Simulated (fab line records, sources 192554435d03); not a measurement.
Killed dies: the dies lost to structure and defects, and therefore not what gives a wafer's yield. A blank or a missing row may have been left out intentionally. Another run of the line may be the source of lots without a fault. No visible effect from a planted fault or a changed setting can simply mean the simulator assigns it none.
Struck lot and sound lot, side by side + flow n5-finfet + 17 out of 1938 route steps
Sound: the wafers L636.3, L636.4, L636.5. Wafers L642.1, L642.2, L642.3 were the ones struck. Last of all comes the cause.
Order at every step that has rows: each side's tool, ch and its chambers, its first start. Under that, the readings that differ: sound wafers + struck wafers + difference of the means + sigmas: that difference in standard deviations of wafers without a fault.
alike: same words and numbers on both sides, and readings whose means sit less than 2 such deviations apart. not compared: any withheld reading, any reading some wafer has no value for, any bound like >300 that may hide the same value, and any number with overlapping values for which the record gives no deviation.
A row with sigmas, a row that says differs or no value, or rows on one side alone: a step with any of these is where the two part. Numbers that have no deviation but don't overlap get no sigmas and don't part them. Lack of a reading on every wafer of one side parts them only where that side has two or more wafers.

first, 1 step without rows for these wafers: N5_SD_EPI_N_STRIP_36 (strips in N2/H2).
N5_SD_EPI_N_ETCHBACK_44: etches SiNx in CH3F/O2, stops on SiO2, target depth 14.5 nm.
  sound on rie-diel-04 ch 0,3, day 3 01:04; struck on rie-diel-01 ch 1,2,3, day 4 12:48
| reading               | sound          | struck         | difference | sigmas |
|-----------------------|----------------|----------------|------------|--------|
| oes-product-au (a.u.) | 0.79 0.70 0.79 | 0.65 0.64 0.61 | -0.13      | -2     |
  alike: bias-w, drypump-motor-current-A, rf-vpp-V, showerhead-plenum-p-Torr, throttle-valve-pct
  not compared: rf-hours-counter-h
N5_SD_EPI_N_ETCH_45: etches SiOCN in CH3F/O2, target depth 6 nm.
  sound on rie-diel-04 ch 0,3, day 3 01:10; struck on rie-diel-01 ch 1,2,3, day 4 12:54
| reading               | sound          | struck         | difference | sigmas |
|-----------------------|----------------|----------------|------------|--------|
| oes-product-au (a.u.) | 0.93 0.83 0.94 | 0.76 0.74 0.72 | -0.16      | -3     |
  alike: bias-w, drypump-motor-current-A, rf-vpp-V, showerhead-plenum-p-Torr, throttle-valve-pct
  not compared: rf-hours-counter-h
N5_SD_EPI_N_ETCH_16: etches SiO2 in CHF3/O2, target depth 5 nm.
  sound on rie-diel-04 ch 0,3, day 3 01:16; struck on rie-diel-01 ch 1,2,3, day 4 13:00
| reading               | sound          | struck         | difference | sigmas |
|-----------------------|----------------|----------------|------------|--------|
| oes-product-au (a.u.) | 0.93 0.81 0.93 | 0.76 0.74 0.72 | -0.15      | -2     |
  alike: bias-w, drypump-motor-current-A, rf-vpp-V, showerhead-plenum-p-Torr, throttle-valve-pct
  not compared: rf-hours-counter-h
then, 1 step without rows for these wafers: N5_SD_EPI_N_STRIP_47 (strips in CHF3/O2).
N5_SD_EPI_N_SD_RECESS_17: chemistry HBr/Cl2/O2, target depth 41 nm, time 23.7 s, bt time 3 s.
  sound on rie-si-01 ch 1,3, day 3 01:20; struck on rie-si-05 ch 0,2,3, day 4 13:05
| reading                     | sound       | struck      | difference | sigmas |
|-----------------------------|-------------|-------------|------------|--------|
| drypump-motor-current-A (A) | 5.0 5.8 5.1 | 6.4 6.0 6.1 | +0.9       | +2     |
  alike: bias-w, oes-product-au, throttle-valve-pct
  not compared: rf-hours-counter-h
then, 5 steps without rows for these wafers: N5_SD_EPI_N_STRIP_38 (strips in N2/H2); N5_SD_EPI_N_WET_ETCH_43 (etches SiO2 in dHF, time 14 s, target depth 1.5 nm); N5_SD_EPI_N_STRIP_18 (strips in SPM, time 750 s); N5_SD_EPI_N_SRD_20 (time 30 s); N5_SD_EPI_N_PRECLEAN_48 (cleans in NF3:NH3, afs cycles 2, time 20 s, sublimation time 60 s).
N5_SD_EPI_N_VAPOR_ETCH_50: etches Si in HCl, time 54 s.
  sound on epi-rpcvd-03 ch 0, day 3 02:11; struck on epi-rpcvd-03 ch 0, day 4 14:07
  alike: lamp-inner-pct, throttle-valve-pct
N5_SD_EPI_N_EPI_21: deposits Si:P, time 690 s.
  sound on epi-rpcvd-03 ch 0, day 3 02:52; struck on epi-rpcvd-03 ch 0, day 4 14:18
  alike: lamp-inner-pct
N5_SD_EPI_N_EPI_MEAS_23:
  sound: film-metro-02 at day 3 04:02; struck: film-metro-02 at day 4 16:01
| reading     | sound          | struck         | difference | sigmas |
|-------------|----------------|----------------|------------|--------|
| thk-nm (nm) | 58.9 60.0 58.1 | 44.8 44.3 45.2 | -14.2      | -12    |
then, 1 step without rows for these wafers: N5_SD_EPI_N_PRECLEAN_24 (cleans in O3/DIW, time 60 s).
-- a jump in the record: the struck wafers' starts before and after are 5 days apart (it breaks off in module SD_EPI_N and resumes in module BEOL_M4, where the first step shown is number 1111 of the route) --
N5_BEOL_M4_RC_MEAS_101:
  sound on prober-02 ch 0, day 8 12:49; struck on prober-01 ch 0, day 10 00:36
  alike: DIBL_N, DIBL_P, IOFF_N, IOFF_P, ION_N, ION_P, SS_N, SS_P, VT_N, VT_P
N5_PASSIVATION_PROBE_49:
  the record has rows for the sound wafers here (prober-02, day 12 19:04) and none for the struck ones

## WHERE THEY PART
First at N5_SD_EPI_N_ETCHBACK_44; last, within this record, at N5_PASSIVATION_PROBE_49.

WHY: the cause the simulator had injected
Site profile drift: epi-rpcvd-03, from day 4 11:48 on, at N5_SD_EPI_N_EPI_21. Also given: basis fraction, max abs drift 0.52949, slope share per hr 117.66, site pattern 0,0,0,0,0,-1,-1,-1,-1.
